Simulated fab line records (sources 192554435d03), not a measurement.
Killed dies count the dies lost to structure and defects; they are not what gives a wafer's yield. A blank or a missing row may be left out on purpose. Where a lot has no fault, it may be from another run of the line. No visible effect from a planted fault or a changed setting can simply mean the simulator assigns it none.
A lot that was struck, set against a sound lot ; flow n5-finfet ; 38 steps out of a route of 1938
Sound: the wafers L685.3, L685.5, L685.6. Struck: wafer L683.5 (L683.3, L683.6, from the same lot, were not struck and are left out); the cause is given at the end.
For every step that has rows: the tool of each side, followed by ch and its chambers, followed by its first start. Under that, the readings that differ: sound wafers ; struck wafers ; difference of the means ; sigmas: that difference in standard deviations of wafers without a fault.
alike: readings with means less than 2 such deviations apart, plus words and numbers identical on both sides. not compared: withheld readings, readings lacking a value on some wafer, bounds such as >300 that could conceal the same value, and numbers that have no deviation in the record and whose values overlap.
Wherever a step has rows on one side only, a row that says differs or no value, or a row with sigmas, the two part there. When numbers do not overlap yet have no deviation, they are printed without sigmas and do not part them. Lack of a reading on every wafer of one side parts them only where that side has two or more wafers.

first, 9 steps without rows for these wafers: N5_PMOS_HMC_CHANNEL_EPI_PRECLEAN_40 (cleans in DHF, time 30 s); N5_PMOS_HMC_CHANNEL_EPI_PRECLEAN_37 (cleans in O3/DIW, time 45 s); N5_PMOS_HMC_CHANNEL_EPI_PRECLEAN_24 (cleans in DHF, time 30 s); N5_PMOS_HMC_CHANNEL_EPI_SRD_25 (time 30 s); N5_PMOS_HMC_CHANNEL_EPI_EPI_26 (deposits Si from SiH4/H2, target thk 3.8 nm, time 22.7 s); N5_FIN_SAQP_PRECLEAN_42 (cleans in O3/DIW, time 60 s); N5_FIN_SAQP_PRECLEAN_00 (cleans in SC1, time 60 s); N5_FIN_SAQP_PRECLEAN_44 (cleans in SC2, time 45 s); N5_FIN_SAQP_SRD_01 (time 30 s).
N5_FIN_SAQP_ALD_61: deposits SiO2, target thk 4 nm, pulse time 1 s, purge time 2 s.
  sound on ald-sin-01 ch 0,1,3, day 4 23:14; struck on ald-sin-04 ch 1, day 4 10:47
reading;sound;struck;difference;sigmas
ald-cycles;43 43 43;62;+19;
model.SiO2_of_FIN_SAQP_ALD_61.thk-nm (nm);4.013 4.001 3.976;5.796;+1.799;
  alike: heater-power-outer-w, heater-power-w, precursor-pulse-height-rel
then, 24 steps without rows for these wafers: N5_FIN_SAQP_DENSIFY_62 (time 60 s); N5_FIN_SAQP_HM_DEP_03 (deposits SiNx from SiH4/NH3/N2, target thk 38 nm, time 33.6 s); N5_FIN_SAQP_PECVD_47 (deposits a-Si from SiH4/He, target thk 45 nm, time 36.3 s); N5_FIN_SAQP_PECVD_48 (deposits SiNx from SiH4/NH3/N2, target thk 25 nm, time 22.1 s); N5_FIN_SAQP_PECVD_06 (deposits a-Si from SiH4/He, target thk 60 nm, time 48.1 s); N5_FIN_SAQP_HM_DEP_72 (deposits SiO2 from SiH4/N2O, target thk 12 nm, time 7.2 s); N5_FIN_SAQP_COAT_49 (time 60 s, resist thk 100 nm); N5_FIN_SAQP_COAT_50 (time 60 s, resist thk 35 nm); N5_FIN_SAQP_COAT_10 (resist thk 90 nm); N5_FIN_SAQP_EBR_12; N5_FIN_SAQP_SOFTBAKE_11 (time 60 s); N5_FIN_SAQP_EXPOSE_13 (exposes mask FIN CORE, target cd 35.6 nm); N5_FIN_SAQP_PEB_14 (peb time 60 s); N5_FIN_SAQP_DEVELOP_15 (develop time 30 s); N5_FIN_SAQP_DESCUM_21 (chemistry O2, time 7.9 s); N5_FIN_SAQP_ETCH_51 (etches SiARC in CF4, target depth 45.5 nm, time 75.8 s); N5_FIN_SAQP_ETCH_52 (etches SOC in N2/H2, target depth 100 nm, overetch 20 nm, time 150 s); N5_FIN_SAQP_STRIP_53 (strips in N2/H2); N5_FIN_SAQP_HM_OPEN_73 (chemistry CHF3/O2, target SiO2, stops on a-Si, target depth 12 nm, time 16.8 s); N5_FIN_SAQP_STRIP_74 (strips in CHF3/O2); N5_FIN_SAQP_MANDREL_ETCH_22 (etches a-Si in HBr/Cl2, stops on SiNx, target depth 60 nm, bt time 10 s, time 30 s); N5_FIN_SAQP_STRIP_55 (strips in N2/H2); N5_FIN_SAQP_STRIP_23 (strips in SPM, time 750 s); N5_FIN_SAQP_SRD_66 (time 30 s).
N5_FIN_CUT_CUT_ETCH_27: etches SiO2 in CHF3/O2, target depth 4 nm, overetch 2 nm, time 4.9 s.
  sound on rie-diel-01 ch 1,2, day 5 06:30; struck on rie-diel-03 ch 1, day 4 18:17
reading;sound;struck;difference;sigmas
throttle-valve-pct (%);18.61 18.60 18.49;19.00;+0.43;+2
model.etch.depth-nm (nm);4.013 4.001 3.976;5.796;+1.799;
  alike: drypump-motor-current-A, oes-product-au, rf-vpp-V, showerhead-plenum-p-Torr
  not compared: rf-hours-counter-h
N5_STI_FIN_REVEAL_STRIP_16: strips SiNx in H3PO4, target depth 23.8 nm.
  sound on wet-bench-02 ch 1,2,7, day 5 14:30; struck on wet-bench-03 ch 4, day 5 02:20
reading;sound;struck;difference;sigmas
model.SiO2_of_FIN_SAQP_ALD_61.thk-nm (nm);3.8 3.8 3.8;5.6;+1.8;
  alike: bath-guard-temp-C, bath-heat-duty-pct
-- the record jumps here: 5 days lie between the struck wafers' starts before and after (it left off in module STI_FIN_REVEAL and takes up again in module BEOL_M4, whose first step shown is number 1111 of the route) --
N5_BEOL_M4_RC_MEAS_101:
  sound on prober-02 ch 0, day 11 02:20; struck on prober-02 ch 0, day 10 11:00
  alike: DIBL_N, DIBL_P, IOFF_N, IOFF_P, ION_N, ION_P, SS_N, SS_P, VT_N, VT_P
-- a jump in the record: the struck wafers' starts before and after are 4 days apart (it breaks off in module BEOL_M4 and resumes in module PASSIVATION, where the first step shown is number 1936 of the route) --
N5_PASSIVATION_PROBE_49:
  rows exist in the record for the struck wafers here (prober-01, day 14 14:35), but not for the sound ones

== WHERE THEY PART ==
First at N5_FIN_CUT_CUT_ETCH_27; last, within this record, at N5_PASSIVATION_PROBE_49.

WHY: what had been put in by the simulator
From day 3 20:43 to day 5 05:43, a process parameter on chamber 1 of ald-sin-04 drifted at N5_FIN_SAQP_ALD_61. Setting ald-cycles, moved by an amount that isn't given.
